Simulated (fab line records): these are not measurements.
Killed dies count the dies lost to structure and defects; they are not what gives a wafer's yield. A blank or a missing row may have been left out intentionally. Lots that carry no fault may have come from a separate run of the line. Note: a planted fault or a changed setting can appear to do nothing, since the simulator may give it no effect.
Chamber matching | flow nandHarc | NHARC_A_CHANNEL_FILL_D2_ALD_25 on aldHk-01: 4 sister chambers
The step deposits SiOx, target thk 60 nm, pulse time 10 s, ald cycles 600. 4 wafers are shown with their chamber, then 7 later ones without.

WAFERS, EACH WITH ITS CHAMBER
wafer  | chamber | heaterPowerW (W)
L426.3 | 1       | 422
L426.1 | 3       | 481
L427.4 | 0       | 439
L427.2 | 2       | 501

WAFERS WITHOUT THEIR CHAMBER
wafer  | heaterPowerW (W)
L427.5 | 428
L435.2 | 398
L435.3 | 486
L435.6 | 405
L437.3 | 488
L437.4 | 387
L437.6 | 479

CHAMBER TAKEN BY EACH
wafer  | from the rows above     | in truth
L427.5 | can't be placed: 1 or 0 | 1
L435.2 | can't be placed: 1 or 0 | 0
L435.3 | can't be placed: 3 or 2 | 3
L435.6 | can't be placed: 1 or 0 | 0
L437.3 | can't be placed: 3 or 2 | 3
L437.4 | can't be placed: 1 or 0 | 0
L437.6 | can't be placed: 3 or 2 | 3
0 of 7 placed correctly. Not placeable from these rows: 7 (in 7, the candidates include the true chamber). Placed wrongly: 0.
How it was worked out, from the rows above alone: a wafer's distance from a chamber is the root of the sum, over the readings, of the square of ((its reading less the chamber's mean) divided by the reading's scatter). If the next closest chamber is less than 2 further off than the closest, the wafer can't be placed; otherwise it belongs to the closest. For every chamber, the mean is computed from those of its wafers that are shown. The scatter: with one shown wafer a chamber, the root of the mean of the squares of how far each hidden wafer lies from its nearest shown one.
